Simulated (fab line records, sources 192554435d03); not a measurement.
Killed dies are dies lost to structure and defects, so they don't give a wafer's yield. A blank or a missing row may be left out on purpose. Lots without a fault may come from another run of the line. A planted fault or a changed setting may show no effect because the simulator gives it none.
Chamber matching | flow n5_finfet | N5_SD_EPI_P_DESCUM_14 on rie_diel-02: 4 sister chambers
The step chemistry O2, time 7.9 s. 4 wafers are shown with their chamber, then 7 later ones without.

WAFERS WITH THEIR CHAMBER
wafer  | chamber | showerhead_plenum_p_Torr (Torr)
L090.1 | 3       | 2.09
L090.5 | 1       | 2.02
L094.1 | 0       | 2.17
L094.4 | 2       | 2.18

WAFERS WITHOUT THEIR CHAMBER
wafer  | showerhead_plenum_p_Torr (Torr)
L094.6 | 2.02
L095.1 | 2.17
L095.3 | 2.18
L095.4 | 2.02
L097.2 | 2.08
L097.5 | 2.17
L097.6 | 2.08

WHICH CHAMBER EACH WENT THROUGH
wafer  | from the rows above     | in truth
L094.6 | 1                       | 1
L095.1 | can't be placed: 0 or 2 | 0
L095.3 | can't be placed: 2 or 0 | 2
L095.4 | 1                       | 1
L097.2 | 3                       | 3
L097.5 | can't be placed: 0 or 2 | 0
L097.6 | 3                       | 3
Placed correctly: 4 of 7. Can't be placed from these rows: 3 (the true chamber is among the candidates in 3). Placed wrongly: 0.
How it was worked out, from the rows above alone: a wafer's distance from a chamber is the root of the sum, over the readings, of the square of ((its reading less the chamber's mean) divided by the reading's scatter). The wafer belongs to the nearest chamber; if the next one is less than 2 further off, it can't be placed. A chamber's mean is the mean of its shown wafers. The scatter: with one shown wafer a chamber, the root of the mean of the squares of how far each hidden wafer lies from its nearest shown one.
